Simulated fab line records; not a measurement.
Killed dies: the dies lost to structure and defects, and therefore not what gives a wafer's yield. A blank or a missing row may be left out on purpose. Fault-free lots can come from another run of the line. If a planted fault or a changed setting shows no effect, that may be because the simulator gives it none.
fab line records -- flow n5_finfet
record lots=7, wafers=21
route steps=1938 shown WELL_APT@21 FIN_CUT@160 SD_EPI_N@273 SD_EPI_P@300 HKMG_FIN@391
start_h: hours from the record's first day to the start of the lot's first wafer shown -- wait_h: hours elapsed since this lot's preceding step -- " the same as in the row above -- L1.1+2: several wafers, shown together as one row -- - no value, or no start was given -- * or withheld: withheld -- < > ~ a bound
route shown NAME@n: a module of which the file shows steps, and the number in the route of the first -- usual: mean/standard deviation taken from wafers without a fault -- same: alike in all rows -- chamber/n: place in a boat -- sites: each site's reading -- _std_site: their standard deviation -- _edge_site: outer sites' mean less inner sites' -- radius_mm: how far each site lies from the wafer's centre -- mask NAME#n: copy n -- behind: the most recent tool/chamber to have shaped the wafer -- hold: reason for holding the lot/hours on hold/outcome of the hold -- device: transistor that didn't switch, given as n, p or np -- end of line: tests of these same wafers at the route's end -- a step with no rows: only its recipe -- killed: not the wafer's yield, but the dies lost to structure and defects at the first sort -- map: dies across one wafer; x = killed, . = not, _ = none there
set.NAME: the setting as run; set.NAME@STEP: as run at that earlier step -- model.NAME: the simulator's own value behind a step, which no gauge read
lots whose settings were changed on purpose; a table a step, a row a wafer
## steps
# step N5_WELL_APT_COAT_02
# recipe spin_rpm=1357, resist_thk_nm=950
lot.wafer,tool,chamber,start_h,wait_h,set.spin_rpm,model.coat_of_WELL_APT_COAT_02.thk_nm
L074.3,litho_track-05,0,-,-,1506,903.5
L074.4,litho_track-05,0,-,-,1357,949.2
L074.6,litho_track-05,0,-,-,1357,952.6
L083.2,litho_track-05,0,-,-,1357,951.7
L083.3,litho_track-05,0,-,-,1420,929.3
L083.6,litho_track-05,0,-,-,1357,951.8
L084.1,litho_track-05,0,-,-,1357,949.1
L084.2,litho_track-05,0,-,-,1357,954.3
L084.5,litho_track-05,0,-,-,1357,951.8
L085.1,litho_track-01,0,-,-,1357,949.6
L085.2,litho_track-01,0,-,-,1357,950.1
L085.6,litho_track-01,0,-,-,1503,902.9
L089.1,litho_track-02,0,-,-,1357,948.4
L089.2,litho_track-02,0,-,-,1357,949.8
L089.4,litho_track-02,0,-,-,1357,950.8
L092.2,litho_track-01,0,-,-,1357,950.2
L092.4,litho_track-01,0,-,-,1357,950.7
L092.6,litho_track-01,0,-,-,1250,988.5
L096.2,litho_track-01,0,-,-,1440,926.7
L096.4,litho_track-01,0,-,-,1440,926.5
L096.5,litho_track-01,0,-,-,1357,954
# step N5_FIN_CUT_EXPOSE_05
# recipe mask_id=FIN_CUT, na=0.33, source_shape=annular, sigma_inner=0.35, sigma_outer=0.8, polarization=unpolarized, dose_mj=45.75
lot.wafer,tool,chamber,start_h,wait_h,mask,set.dose_mj
L074.3+4+6,euv_scanner-01,0,28.37,-,FIN_CUT#0,45.75
L083.2+3,euv_scanner-02,0,81.95,-,FIN_CUT#0,45.75
L083.6,euv_scanner-02,0,81.95,-,FIN_CUT#0,48.6
L084.1+2+5,euv_scanner-02,0,86.87,-,FIN_CUT#0,45.75
L085.1+2+6,euv_scanner-02,0,99.32,-,FIN_CUT#0,48.11
L089.1+2+4,euv_scanner-02,0,116.80,-,FIN_CUT#0,45.75
L092.2+4+6,euv_scanner-01,0,134.52,-,FIN_CUT#0,45.75
L096.2+5,euv_scanner-02,0,158.68,-,FIN_CUT#0,48.99
L096.4,euv_scanner-02,0,158.68,-,FIN_CUT#0,45.75
# step N5_FIN_CUT_PEB_06
# recipe peb_temp_c=100, peb_time_s=60, resist=CAR-EUV
# step N5_FIN_CUT_DEVELOP_07
# recipe develop_time_s=30, developer=TMAH, resist=CAR-EUV, rinse_liquid=surfactant_rinse, dry=air_spin, dev_temp_c=23
# step N5_FIN_CUT_CD_MEAS_08
# recipe target_cd_nm=29.1, landing_energy_ev=500, detector=se_inlens, polarity=opening
# usual cd_nm=29.03/0.29
lot.wafer,tool,chamber,start_h,wait_h,set.dose_mj@FIN_CUT_EXPOSE_05,cd_nm
L074.3,cd_sem-01,0,28.49,-,45.75,29.24
L074.4,cd_sem-01,0,28.49,-,45.75,29.12
L074.6,cd_sem-01,0,28.49,-,45.75,28.85
L083.2,cd_sem-03,0,82.08,-,45.75,28.78
L083.3,cd_sem-03,0,82.08,-,45.75,28.88
L083.6,cd_sem-03,0,82.08,-,48.6,30.11
L084.1,cd_sem-03,0,87.01,-,45.75,28.73
L084.2,cd_sem-03,0,87.01,-,45.75,28.75
L084.5,cd_sem-03,0,87.01,-,45.75,28.76
L085.1,cd_sem-02,0,99.46,-,48.11,29.69
L085.2,cd_sem-02,0,99.46,-,48.11,29.65
L085.6,cd_sem-02,0,99.46,-,48.11,29.84
L089.1,cd_sem-03,0,116.93,-,45.75,28.97
L089.2,cd_sem-03,0,116.93,-,45.75,29.50
L089.4,cd_sem-03,0,116.93,-,45.75,28.90
L092.2,cd_sem-01,0,134.65,-,45.75,29.26
L092.4,cd_sem-01,0,134.65,-,45.75,28.63
L092.6,cd_sem-01,0,134.65,-,45.75,29.38
L096.2,cd_sem-02,0,158.81,-,48.99,30.34
L096.4,cd_sem-02,0,158.81,-,45.75,28.91
L096.5,cd_sem-02,0,158.81,-,48.99,30.15
# step N5_FIN_CUT_DESCUM_13
# recipe chemistry=O2, time_s=7, source_power_w=50, bias_power_w=20, pressure_mtorr=20, rf_frequency_hz=2.712e+07, temp_c=40, resist=CAR-EUV, o2_flow_sccm=225
# step N5_FIN_CUT_ETCH_30
# recipe chemistry=N2/H2, target=underlayer, target_depth_a=130, mask_material=CAR-EUV, time_s=10.4, ion_energy_ev=200, pressure_mtorr=30, source_w=840, bias_w=150, n2_flow_sccm=200, h2_flow_sccm=200, ends=cleared
lot.wafer,tool,chamber,start_h,wait_h,set.dose_mj@FIN_CUT_EXPOSE_05,model.FIN_CUT.cd_offset_nm
L074.3+6,rie_diel-06,2,28.65,0.0,45.75,0
L074.4,rie_diel-06,3,28.65,0.0,45.75,0.2
L083.2,rie_diel-02,2,82.85,0.0,45.75,-0.4
L083.3,rie_diel-02,0,82.85,0.0,45.75,-0.2
L083.6,rie_diel-02,2,82.85,0.0,48.6,1
L084.1,rie_diel-02,1,87.16,0.0,45.75,-0.2
L084.2+5,rie_diel-02,0,87.16,0.0,45.75,0
L085.1+2,rie_diel-06,"0,2",99.62,0.0,48.11,0.6
L085.6,rie_diel-06,2,99.62,0.0,48.11,0.8
L089.1+4,rie_diel-06,"2,0",117.13,0.0,45.75,-0.2
L089.2,rie_diel-06,1,117.13,0.0,45.75,0
L092.2,rie_diel-02,2,134.80,0.0,45.75,0.4
L092.4+6,rie_diel-02,3,134.80,0.0,45.75,0
L096.2,rie_diel-05,3,158.96,0.0,48.99,1
L096.4,rie_diel-05,1,158.96,0.0,45.75,-0.4
L096.5,rie_diel-05,0,158.96,0.0,48.99,1.4
# step N5_FIN_CUT_ETCH_20
# recipe chemistry=CF4, target=SiARC, target_depth_a=260, mask_material=CAR-EUV, time_s=43.3, ion_energy_ev=80, pressure_mtorr=40, source_w=545, bias_w=36, Ar_flow_sccm=100, cf4_flow_sccm=100, ends=cleared
lot.wafer,tool,chamber,start_h,wait_h,set.dose_mj@FIN_CUT_EXPOSE_05,model.FIN_CUT.cd_offset_nm
L074.3,rie_diel-06,2,28.67,0.0,45.75,0
L074.4+6,rie_diel-06,"3,2",28.67,0.0,45.75,-0.2
L083.2,rie_diel-02,2,82.87,0.0,45.75,-0.4
L083.3,rie_diel-02,0,82.87,0.0,45.75,-0.2
L083.6,rie_diel-02,2,82.87,0.0,48.6,1
L084.1+2+5,rie_diel-02,"1,0,0",87.18,0.0,45.75,0
L085.1+6,rie_diel-06,"0,2",99.64,0.0,48.11,0.8
L085.2,rie_diel-06,2,99.64,0.0,48.11,0.6
L089.1,rie_diel-06,2,117.15,0.0,45.75,-0.2
L089.2,rie_diel-06,1,117.15,0.0,45.75,0
L089.4,rie_diel-06,0,117.15,0.0,45.75,-0.4
L092.2,rie_diel-02,2,134.82,0.0,45.75,0.4
L092.4+6,rie_diel-02,3,134.82,0.0,45.75,0
L096.2,rie_diel-05,3,158.98,0.0,48.99,0.6
L096.4,rie_diel-05,1,158.98,0.0,45.75,-0.2
L096.5,rie_diel-05,0,158.98,0.0,48.99,1.4
# step N5_FIN_CUT_CUT_ETCH_15
# recipe chemistry=HBr/Cl2/O2, target=Si, target_depth_a=1000, bt_time_s=10, mask_material=SOC, time_s=42.4, ion_energy_ev=*, bias_w=*, pressure_mtorr=10, icp_w=800, HBr_flow_sccm=150, Cl2_flow_sccm=80, O2_flow_sccm=12
lot.wafer,tool,chamber,start_h,wait_h,set.time_s,model.etch.depth_nm,model.FIN_CUT.feature_depth_nm,model.SOC_of_FIN_CUT_COAT_18.thk_nm
L074.3,rie_si-06,0,29.47,0.0,42.4,102.4,102.4,168.8
L074.4,rie_si-06,3,29.47,0.0,42.4,104.3,104.2,166.6
L074.6,rie_si-06,2,29.47,0.0,42.4,102.1,102.2,168.8
L083.2,rie_si-03,2,83.45,0.1,42.4,100.3,100.4,169.8
L083.3,rie_si-03,3,83.45,0.1,34.53,81.35,81.4,176.4
L083.6,rie_si-03,3,83.45,0.1,34.53,81.19,81.2,177.8
L084.1,rie_si-01,0,87.76,0.1,42.4,94.03,94,170.4
L084.2,rie_si-01,3,87.76,0.1,42.4,101.9,101.8,167.8
L084.5,rie_si-01,3,87.76,0.1,42.4,102.3,102.4,168.6
L085.1,rie_si-06,3,100.21,0.1,42.4,103.3,103.4,167.4
L085.2,rie_si-06,1,100.21,0.1,51.14,122.8,122.8,161
L085.6,rie_si-06,2,100.21,0.1,42.4,102.8,102.8,167.4
L089.1,rie_si-06,0,117.73,0.1,45.85,108.3,108.2,167
L089.2,rie_si-06,2,117.73,0.1,42.4,101.7,101.8,168.6
L089.4,rie_si-06,1,117.73,0.1,45.85,109.7,109.8,167
L092.2,rie_si-03,1,135.40,0.1,42.4,102.4,102.4,169
L092.4,rie_si-03,3,135.40,0.1,35.58,83.39,83.4,174.8
L092.6,rie_si-03,0,135.40,0.1,35.58,82.68,82.6,174.2
L096.2,rie_si-03,2,159.56,0.1,42.4,99.61,99.6,172
L096.4,rie_si-03,3,159.56,0.1,42.4,98.23,98.2,170.6
L096.5,rie_si-03,0,159.56,0.1,42.4,98.63,98.6,170.6
# step N5_SD_EPI_N_DESCUM_14
# recipe chemistry=O2, time_s=7.9, source_power_w=50, bias_power_w=20, pressure_mtorr=20, rf_frequency_hz=2.712e+07, temp_c=40, resist=CAR-ArF-block, o2_flow_sccm=225
lot.wafer,tool,chamber,start_h,wait_h,set.time_s,model.CAR-ArF-block_of_SD_EPI_N_COAT_03.thk_nm
L074.3,rie_diel-01,3,55.07,0.2,7.9,143.8
L074.4,rie_diel-01,2,55.07,0.2,7.9,144
L074.6,rie_diel-01,0,55.07,0.2,7.9,143.2
L083.2,rie_diel-01,0,104.15,0.0,7.9,143.8
L083.3,rie_diel-01,2,104.15,0.0,7.9,143.6
L083.6,rie_diel-01,3,104.15,0.0,9.259,142.8
L084.1+2,rie_diel-01,"3,2",109.01,0.0,7.9,143.6
L084.5,rie_diel-01,0,109.01,0.0,7.9,143.2
L085.1,rie_diel-04,1,122.54,0.2,6.523,145.2
L085.2,rie_diel-04,0,122.54,0.2,7.9,144
L085.6,rie_diel-04,3,122.54,0.2,6.523,145
L089.1,rie_diel-03,0,140.20,0.3,7.9,143.8
L089.2,rie_diel-03,3,140.20,0.3,8.486,143.4
L089.4,rie_diel-03,1,140.20,0.3,7.9,144.2
L092.2,rie_diel-01,2,156.08,0.0,7.9,143.8
L092.4,rie_diel-01,3,156.08,0.0,6.234,144.6
L092.6,rie_diel-01,0,156.08,0.0,7.9,143.2
L096.2+5,rie_diel-01,"0,3",182.24,0.1,7.9,144.2
L096.4,rie_diel-01,2,182.24,0.1,7.9,143.8
# step N5_SD_EPI_N_ETCH_34
# recipe chemistry=CF4, target=SiARC, target_depth_a=455, mask_material=CAR-ArF-block, time_s=75.8, ion_energy_ev=80, pressure_mtorr=40, source_w=545, bias_w=36, Ar_flow_sccm=100, cf4_flow_sccm=100, ends=cleared
lot.wafer,tool,chamber,start_h,wait_h,set.time_s@SD_EPI_N_DESCUM_14,model.CAR-ArF-block_of_SD_EPI_N_COAT_03.thk_nm
L074.3+4,rie_diel-01,"3,2",55.11,0.0,7.9,111.2
L074.6,rie_diel-01,0,55.11,0.0,7.9,110.6
L083.2,rie_diel-01,0,104.19,0.0,7.9,111.4
L083.3,rie_diel-01,2,104.19,0.0,7.9,111
L083.6,rie_diel-01,3,104.19,0.0,9.259,110.4
L084.1,rie_diel-01,3,109.04,0.0,7.9,111.2
L084.2,rie_diel-01,2,109.04,0.0,7.9,111
L084.5,rie_diel-01,0,109.04,0.0,7.9,110.8
L085.1+6,rie_diel-04,"1,3",122.58,0.0,6.523,112.4
L085.2,rie_diel-04,0,122.58,0.0,7.9,111.4
L089.1,rie_diel-03,0,140.23,0.0,7.9,111.2
L089.2,rie_diel-03,3,140.23,0.0,8.486,111
L089.4,rie_diel-03,1,140.23,0.0,7.9,111.6
L092.2,rie_diel-01,2,156.12,0.0,7.9,111
L092.4,rie_diel-01,3,156.12,0.0,6.234,112
L092.6,rie_diel-01,0,156.12,0.0,7.9,110.6
L096.2+5,rie_diel-01,"0,3",182.27,0.0,7.9,111.8
L096.4,rie_diel-01,2,182.27,0.0,7.9,111.2
# step N5_SD_EPI_P_EXPOSE_06
# recipe mask_id=SD_P_BLK, na=1.35, source_shape=conventional, sigma_outer=0.8, polarization=unpolarized, target_cd_nm=240, dose_mj=39.5
lot.wafer,tool,chamber,start_h,wait_h,mask,set.dose_mj
L074.3,arfi_scanner-01,0,59.71,-,SD_P_BLK#0,39.5
L074.4+6,arfi_scanner-01,0,59.71,-,SD_P_BLK#0,37.46
L083.2+6,arfi_scanner-02,0,109.17,-,SD_P_BLK#0,39.5
L083.3,arfi_scanner-02,0,109.17,-,SD_P_BLK#0,37.11
L084.1+2+5,arfi_scanner-01,0,113.25,-,SD_P_BLK#0,39.5
L085.1,arfi_scanner-03,0,126.78,-,SD_P_BLK#0,39.5
L085.2+6,arfi_scanner-03,0,126.78,-,SD_P_BLK#0,37.03
L089.1,arfi_scanner-01,0,145.57,-,SD_P_BLK#0,40.61
L089.2+4,arfi_scanner-01,0,145.57,-,SD_P_BLK#0,39.5
L092.2+6,arfi_scanner-01,0,160.27,-,SD_P_BLK#0,39.5
L092.4,arfi_scanner-01,0,160.27,-,SD_P_BLK#0,41.75
L096.2+4+5,arfi_scanner-01,0,187.08,-,SD_P_BLK#0,39.5
# step N5_SD_EPI_P_PEB_07
# recipe peb_temp_c=110, peb_time_s=60, resist=CAR-ArF-block
# step N5_SD_EPI_P_DEVELOP_08
# recipe develop_time_s=30, developer=TMAH, resist=CAR-ArF-block, dev_temp_c=23, rinse_liquid=diw, dry=air_spin
# step N5_SD_EPI_P_CD_MEAS_09
# recipe target_cd_nm=240, landing_energy_ev=500, detector=se_inlens
# usual cd_nm=240.7/1.1
lot.wafer,tool,chamber,start_h,wait_h,set.dose_mj@SD_EPI_P_EXPOSE_06,cd_nm
L074.3,cd_sem-02,0,59.83,-,39.5,240.6
L074.4,cd_sem-02,0,59.83,-,37.46,236.7
L074.6,cd_sem-02,0,59.83,-,37.46,236.5
L083.2,cd_sem-02,0,109.28,-,39.5,240.1
L083.3,cd_sem-02,0,109.28,-,37.11,236.0
L083.6,cd_sem-02,0,109.28,-,39.5,241.9
L084.1,cd_sem-03,0,113.37,-,39.5,240.2
L084.2,cd_sem-03,0,113.37,-,39.5,240.2
L084.5,cd_sem-03,0,113.37,-,39.5,240.0
L085.1,cd_sem-03,0,126.90,-,39.5,241.3
L085.2,cd_sem-03,0,126.90,-,37.03,238.2
L085.6,cd_sem-03,0,126.90,-,37.03,237.6
L089.1,cd_sem-03,0,145.69,-,40.61,241.3
L089.2,cd_sem-03,0,145.69,-,39.5,239.4
L089.4,cd_sem-03,0,145.69,-,39.5,240.2
L092.2,cd_sem-03,0,160.39,-,39.5,238.0
L092.4,cd_sem-03,0,160.39,-,41.75,243.5
L092.6,cd_sem-03,0,160.39,-,39.5,239.7
L096.2,cd_sem-03,0,187.20,-,39.5,240.7
L096.4,cd_sem-03,0,187.20,-,39.5,241.4
L096.5,cd_sem-03,0,187.20,-,39.5,242.2
# step N5_SD_EPI_P_DESCUM_14
# recipe chemistry=O2, time_s=7.9, source_power_w=50, bias_power_w=20, pressure_mtorr=20, rf_frequency_hz=2.712e+07, temp_c=40, resist=CAR-ArF-block, o2_flow_sccm=225
lot.wafer,tool,chamber,start_h,wait_h,set.dose_mj@SD_EPI_P_EXPOSE_06,model.SD_EPI_P.cd_nm
L074.3,rie_diel-05,0,59.91,0.0,39.5,240.6
L074.4,rie_diel-05,3,59.91,0.0,37.46,236.6
L074.6,rie_diel-05,3,59.91,0.0,37.46,236
L083.2,rie_diel-02,2,109.37,0.0,39.5,239.8
L083.3,rie_diel-02,0,109.37,0.0,37.11,235.6
L083.6,rie_diel-02,1,109.37,0.0,39.5,241.8
L084.1,rie_diel-06,1,113.47,0.0,39.5,240.2
L084.2+5,rie_diel-06,"0,3",113.47,0.0,39.5,239.8
L085.1,rie_diel-05,3,126.99,0.0,39.5,241
L085.2,rie_diel-05,2,126.99,0.0,37.03,238.2
L085.6,rie_diel-05,0,126.99,0.0,37.03,237.2
L089.1,rie_diel-02,2,146.10,0.4,40.61,241.4
L089.2,rie_diel-02,1,146.10,0.4,39.5,239.4
L089.4,rie_diel-02,3,146.10,0.4,39.5,240.4
L092.2,rie_diel-02,0,160.48,0.0,39.5,238
L092.4,rie_diel-02,2,160.48,0.0,41.75,243.4
L092.6,rie_diel-02,1,160.48,0.0,39.5,239.8
L096.2,rie_diel-05,1,187.29,0.0,39.5,241
L096.4,rie_diel-05,0,187.29,0.0,39.5,241.4
L096.5,rie_diel-05,2,187.29,0.0,39.5,242
# step N5_SD_EPI_P_ETCH_36
# recipe chemistry=CF4, target=SiARC, target_depth_a=455, mask_material=CAR-ArF-block, time_s=75.8, ion_energy_ev=80, pressure_mtorr=40, source_w=545, bias_w=36, Ar_flow_sccm=100, cf4_flow_sccm=100, ends=cleared
lot.wafer,tool,chamber,start_h,wait_h,set.dose_mj@SD_EPI_P_EXPOSE_06,model.SD_EPI_P.cd_nm
L074.3,rie_diel-05,0,59.95,0.0,39.5,241
L074.4,rie_diel-05,3,59.95,0.0,37.46,237
L074.6,rie_diel-05,3,59.95,0.0,37.46,236.4
L083.2,rie_diel-02,2,109.41,0.0,39.5,239.8
L083.3,rie_diel-02,0,109.41,0.0,37.11,235.6
L083.6,rie_diel-02,1,109.41,0.0,39.5,242
L084.1+2,rie_diel-06,"1,0",113.50,0.0,39.5,239.8
L084.5,rie_diel-06,3,113.50,0.0,39.5,240
L085.1,rie_diel-05,3,127.03,0.0,39.5,241.2
L085.2,rie_diel-05,2,127.03,0.0,37.03,238.2
L085.6,rie_diel-05,0,127.03,0.0,37.03,237.4
L089.1,rie_diel-02,2,146.14,0.0,40.61,241.4
L089.2,rie_diel-02,1,146.14,0.0,39.5,239.6
L089.4,rie_diel-02,3,146.14,0.0,39.5,240.4
L092.2,rie_diel-02,0,160.51,0.0,39.5,237.8
L092.4,rie_diel-02,2,160.51,0.0,41.75,243.2
L092.6,rie_diel-02,1,160.51,0.0,39.5,239.6
L096.2,rie_diel-05,1,187.32,0.0,39.5,240.6
L096.4,rie_diel-05,0,187.32,0.0,39.5,241.4
L096.5,rie_diel-05,2,187.32,0.0,39.5,242.2
# step N5_SD_EPI_P_ETCH_37
# recipe chemistry=N2/H2, target=SOC, overetch_a=1080, mask_material=SiARC, temp_c=40, ion_energy_ev=100, source_w=3000, bias_w=133, pressure_mtorr=20, time_s=486, n2_flow_sccm=200, h2_flow_sccm=200, ends=end_point
# usual rf_vpp_V=240.5/1.5
lot.wafer,tool,chamber,start_h,wait_h,set.source_w,rf_vpp_V
L074.3,rie_diel-05,0,60.01,0.0,3000,239.2
L074.4,rie_diel-05,3,60.01,0.0,3000,244.0
L074.6,rie_diel-05,3,60.01,0.0,3000,241.9
L083.2,rie_diel-02,2,109.46,0.0,3000,242.5
L083.3,rie_diel-02,0,109.46,0.0,3000,242.7
L083.6,rie_diel-02,1,109.46,0.0,3000,241.4
L084.1,rie_diel-06,1,113.56,0.0,3000,240.4
L084.2,rie_diel-06,0,113.56,0.0,3000,240.6
L084.5,rie_diel-06,3,113.56,0.0,3000,239.9
L085.1,rie_diel-05,3,127.08,0.0,3000,242.9
L085.2,rie_diel-05,2,127.08,0.0,3209,233.1
L085.6,rie_diel-05,0,127.08,0.0,3209,235.2
L089.1,rie_diel-02,2,146.19,0.0,3476,228.7
L089.2,rie_diel-02,1,146.19,0.0,3000,239.7
L089.4,rie_diel-02,3,146.19,0.0,3000,237.9
L092.2,rie_diel-02,0,160.57,0.0,3000,240.6
L092.4,rie_diel-02,2,160.57,0.0,3255,235.6
L092.6,rie_diel-02,1,160.57,0.0,3000,240.4
L096.2,rie_diel-05,1,187.38,0.0,3000,240.1
L096.4,rie_diel-05,0,187.38,0.0,3268,233.2
L096.5,rie_diel-05,2,187.38,0.0,3000,239.0
# step N5_HKMG_FIN_COAT_42
# recipe resist=SiARC, temp_c=220, time_s=60, spin_rpm=1500, resist_thk_nm=35
lot.wafer,tool,chamber,start_h,wait_h,set.spin_rpm,model.SiARC_of_HKMG_FIN_COAT_42.thk_nm
L074.3,litho_track-01,0,-,-,1655,33.4
L074.4,litho_track-01,0,-,-,1500,35
L074.6,litho_track-01,0,-,-,1655,33.2
L083.2,litho_track-01,0,-,-,1500,35
L083.3+6,litho_track-01,0,-,-,1500,35.2
L084.1+2+5,litho_track-01,0,-,-,1500,35
L085.1+2+6,litho_track-03,0,-,-,1500,34.8
L089.1+2,litho_track-03,0,-,-,1500,34.8
L089.4,litho_track-03,0,-,-,1500,35
L092.2,litho_track-03,0,-,-,1650,33.4
L092.4,litho_track-03,0,-,-,1650,33.2
L092.6,litho_track-03,0,-,-,1500,35
L096.2+5,litho_track-02,0,-,-,1428,35.6
L096.4,litho_track-02,0,-,-,1500,35
# step N5_HKMG_FIN_DEVELOP_48
# recipe develop_time_s=30, developer=TMAH, resist=CAR-ArF, rinse_liquid=diw, dry=air_spin, dev_temp_c=23
lot.wafer,tool,chamber,start_h,wait_h,set.develop_time_s
L074.3,litho_track-03,0,-,-,30
L074.4+6,litho_track-03,0,-,-,26.66
L083.2,litho_track-01,0,-,-,30
L083.3+6,litho_track-01,0,-,-,25.34
L084.1+2+5,litho_track-02,0,-,-,30
L085.1+2+6,litho_track-03,0,-,-,30
L089.1+2+4,litho_track-03,0,-,-,24.21
L092.2+4+6,litho_track-03,0,-,-,30
L096.2+5,litho_track-01,0,-,-,30
L096.4,litho_track-01,0,-,-,24.46
# step N5_HKMG_FIN_DESCUM_53
# recipe chemistry=O2, time_s=7.9, source_power_w=50, bias_power_w=20, pressure_mtorr=20, rf_frequency_hz=2.712e+07, temp_c=40, resist=CAR-ArF, o2_flow_sccm=225
# step N5_HKMG_FIN_ETCH_54
# recipe chemistry=CF4, target=SiARC, target_depth_a=455, mask_material=CAR-ArF, time_s=75.8, ion_energy_ev=80, pressure_mtorr=40, source_w=545, bias_w=36, Ar_flow_sccm=100, cf4_flow_sccm=100, ends=cleared
lot.wafer,tool,chamber,start_h,wait_h,set.spin_rpm@HKMG_FIN_COAT_42,model.CAR-ArF_of_HKMG_FIN_COAT_43.thk_nm,model.etch.depth_nm
L074.3,rie_diel-01,3,78.19,0.0,1655,52.4,33.43
L074.4,rie_diel-01,2,78.19,0.0,1500,50.8,35.1
L074.6,rie_diel-01,0,78.19,0.0,1655,52.6,33.17
L083.2,rie_diel-04,0,127.42,0.0,1500,51.2,35.09
L083.3,rie_diel-04,1,127.42,0.0,1500,51,35.24
L083.6,rie_diel-04,3,127.42,0.0,1500,51.2,35.2
L084.1,rie_diel-03,2,130.62,0.0,1500,51,34.95
L084.2,rie_diel-03,3,130.62,0.0,1500,51,34.96
L084.5,rie_diel-03,0,130.62,0.0,1500,51,35.08
L085.1,rie_diel-01,1,144.83,0.0,1500,50.8,34.87
L085.2,rie_diel-01,0,144.83,0.0,1500,51.2,34.87
L085.6,rie_diel-01,1,144.83,0.0,1500,50.8,34.88
L089.1,rie_diel-03,0,163.74,0.0,1500,51,34.89
L089.2,rie_diel-03,1,163.74,0.0,1500,51,34.88
L089.4,rie_diel-03,2,163.74,0.0,1500,51,35
L092.2,rie_diel-01,2,178.03,0.0,1650,52.2,33.31
L092.4,rie_diel-01,3,178.03,0.0,1650,52.6,33.25
L092.6,rie_diel-01,0,178.03,0.0,1500,50.8,34.99
L096.2,rie_diel-01,3,204.82,0.0,1428,50.2,35.59
L096.4,rie_diel-01,2,204.82,0.0,1500,51,34.96
L096.5,rie_diel-01,0,204.82,0.0,1428,49.8,35.69
## key
split step=N5_WELL_APT_COAT_02, setting=spin_rpm, stated=1357, by=wafer
response step=N5_WELL_APT_COAT_02, reading=model.coat_of_WELL_APT_COAT_02.thk_nm, change=-4.47, per=1%, r=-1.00
split step=N5_FIN_CUT_EXPOSE_05, setting=dose_mj, stated=45.75, by=wafer
response step=N5_FIN_CUT_CD_MEAS_08, reading=cd_nm, change=+0.196, per=1%, r=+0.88
response step=N5_FIN_CUT_ETCH_30, reading=model.FIN_CUT.cd_offset_nm, change=+0.218, per=1%, r=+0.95
response step=N5_FIN_CUT_ETCH_20, reading=model.FIN_CUT.cd_offset_nm, change=+0.187, per=1%, r=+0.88
split step=N5_FIN_CUT_CUT_ETCH_15, setting=time_s, stated=42.4, by=wafer
response step=N5_FIN_CUT_CUT_ETCH_15, reading=model.etch.depth_nm, change=+1.03, per=1%, r=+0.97
response step=N5_FIN_CUT_CUT_ETCH_15, reading=model.FIN_CUT.feature_depth_nm, change=+1.03, per=1%, r=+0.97
response step=N5_FIN_CUT_CUT_ETCH_15, reading=model.SOC_of_FIN_CUT_COAT_18.thk_nm, change=-0.337, per=1%, r=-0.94
split step=N5_SD_EPI_N_DESCUM_14, setting=time_s, stated=7.9, by=wafer
response step=N5_SD_EPI_N_DESCUM_14, reading=model.CAR-ArF-block_of_SD_EPI_N_COAT_03.thk_nm, change=-0.0567, per=1%, r=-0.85
response step=N5_SD_EPI_N_ETCH_34, reading=model.CAR-ArF-block_of_SD_EPI_N_COAT_03.thk_nm, change=-0.0541, per=1%, r=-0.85
split step=N5_SD_EPI_P_EXPOSE_06, setting=dose_mj, stated=39.5, by=wafer
response step=N5_SD_EPI_P_CD_MEAS_09, reading=cd_nm, change=+0.72, per=1%, r=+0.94
response step=N5_SD_EPI_P_DESCUM_14, reading=model.SD_EPI_P.cd_nm, change=+0.73, per=1%, r=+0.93
response step=N5_SD_EPI_P_ETCH_36, reading=model.SD_EPI_P.cd_nm, change=+0.736, per=1%, r=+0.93
split step=N5_SD_EPI_P_ETCH_37, setting=source_w, stated=3000, by=wafer
response step=N5_SD_EPI_P_ETCH_37, reading=rf_vpp_V, change=-0.706, per=1%, r=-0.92
split step=N5_HKMG_FIN_COAT_42, setting=spin_rpm, stated=1500, by=wafer
response step=N5_HKMG_FIN_COAT_42, reading=model.SiARC_of_HKMG_FIN_COAT_42.thk_nm, change=-0.163, per=1%, r=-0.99
response step=N5_HKMG_FIN_ETCH_54, reading=model.CAR-ArF_of_HKMG_FIN_COAT_43.thk_nm, change=+0.167, per=1%, r=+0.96
response step=N5_HKMG_FIN_ETCH_54, reading=model.etch.depth_nm, change=-0.169, per=1%, r=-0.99
split step=N5_HKMG_FIN_DEVELOP_48, setting=develop_time_s, stated=30, by=wafer
response none clear
